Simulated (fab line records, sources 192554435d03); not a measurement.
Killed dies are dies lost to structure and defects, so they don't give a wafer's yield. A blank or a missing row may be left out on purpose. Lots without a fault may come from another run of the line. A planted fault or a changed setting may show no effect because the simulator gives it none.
Problem report in the 8D (eight disciplines) form, filled by code | flow n5_finfet | the parts of the form that need people (team, actions taken, sign-off) are left out

1. THE PROBLEM
killed_at_M4_up at N5_PASSIVATION_PROBE_49 reads a mean of 1110 on 6 wafers of 2 lots; wafers without a fault read 14 with a standard deviation of 5.3. That is +99 or more standard deviations from the usual mean.
First seen on wafer L198.2, day 16 22:21, on prober-01. The record holds 9 wafers of 3 lots with a number at this step. Rule for "out", or "out of limits": more than 4 standard deviations from the usual mean. The other wafers with a number count as sound.

2. WHAT IT IS AND WHAT IT IS NOT
question                    | is                                                                                                                  | is not
which readings at this step | killed_at_M4_up, defect_limited_yield, killed_dies, killed_on_rim, sort_bin_5_function, sort_n_pass, sort_yield_pct | killed_at_M0_to_M3, killed_at_contacts, killed_at_front_end, killed_at_other, killed_open, killed_short, sort_bin_6_memory
which lots                  | L198, L199                                                                                                          | L202
which wafers of those lots  | all that have a number                                                                                              | -
read on which tools         | prober-01                                                                                                           | prober-02
when                        | from day 16 22:21                                                                                                   | up to then (0 sound wafers); but 3 sound wafers of L202 came after

3. SUSPECTS, AND WHAT RULES EACH OUT
Counting: a tool at a process step up to the reading stays a suspect if it ran every lot that is out and no sound lot after the first of them.
- rie_diel-06 at N5_BEOL_M11_ETCH_41 (etches SiCN in CH3F/O2, target depth 42.6 nm, time 86 s): kept. It ran every lot that is out, first L198 (day 15 03:14), and no sound lot after that.
- prober-01 at N5_PASSIVATION_PROBE_49: kept. It ran every lot that is out, first L198 (day 16 22:21), and no sound lot after that. Its own readings are out on those wafers: defect_limited_yield, killed_at_M4_up, killed_dies, killed_on_rim, sort_bin_5_function, sort_n_pass, sort_yield_pct.
Left after counting: rie_diel-06 at N5_BEOL_M11_ETCH_41, prober-01 at N5_PASSIVATION_PROBE_49.

4. THE CAUSE (what the simulator had put in)
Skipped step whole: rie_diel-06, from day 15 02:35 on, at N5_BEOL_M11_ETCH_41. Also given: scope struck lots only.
Counting left 2 suspects, and this tool is among them.

5. THE CHAIN OF EFFECTS, in route order
Each row: a reading whose mean over the struck wafers that have a number lies more than 3 standard deviations from the usual. Only readings for which the record gives a usual standard deviation are gone through. hours: the time from each lot's start at the first step in this table that gives one to its start at this step, as a median over the lots. sigmas: the change in usual standard deviations.
hours | step                    | reading              | usual  | on struck wafers | change | sigmas
0     | N5_PASSIVATION_PROBE_49 | defect_limited_yield | 91.7 % | 0.0              | -91.7  | -61
0     | N5_PASSIVATION_PROBE_49 | killed_at_M4_up      | 14     | 1110             | +1096  | +99 or more
0     | N5_PASSIVATION_PROBE_49 | killed_dies          | 98     | 1180             | +1082  | +60
0     | N5_PASSIVATION_PROBE_49 | killed_on_rim        | 13     | 152              | +139   | +39
0     | N5_PASSIVATION_PROBE_49 | sort_bin_5_function  | 4.9 %  | 96.9             | +92.0  | +99 or more
0     | N5_PASSIVATION_PROBE_49 | sort_n_pass          | 1082   | 0                | -1082  | -60
0     | N5_PASSIVATION_PROBE_49 | sort_yield_pct       | 91.7 % | 0.0              | -91.7  | -61
The process steps in it:
- N5_PASSIVATION_PROBE_49
Readings that are blank on the struck wafers while sound wafers have them: CH3F_flow_sccm at N5_BEOL_M11_ETCH_41; O2_flow_sccm at N5_BEOL_M11_ETCH_41; bias_w at N5_BEOL_M11_ETCH_41; drypump_motor_current_A at N5_BEOL_M11_ETCH_41; mfc_ar_sccm at N5_BEOL_M11_ETCH_41; oes_product_au at N5_BEOL_M11_ETCH_41; rf_fwd_power_W at N5_BEOL_M11_ETCH_41; rf_vpp_V at N5_BEOL_M11_ETCH_41; and 2 more.

6. WHAT WOULD HAVE CAUGHT IT SOONER
In this record the first reading out of limits was taken at day 16 22:21, 44 hours after the fault began at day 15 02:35.
At N5_BEOL_M11_ETCH_41 the tool's readings are blank on the struck wafers, where sound wafers have them: an empty tool record is the first sign, and it was there at once.
All the lots that are out (2) had begun N5_BEOL_M11_ETCH_41 on rie_diel-06 by day 16 22:21. A hold on the tool at that time would have spared none of them.
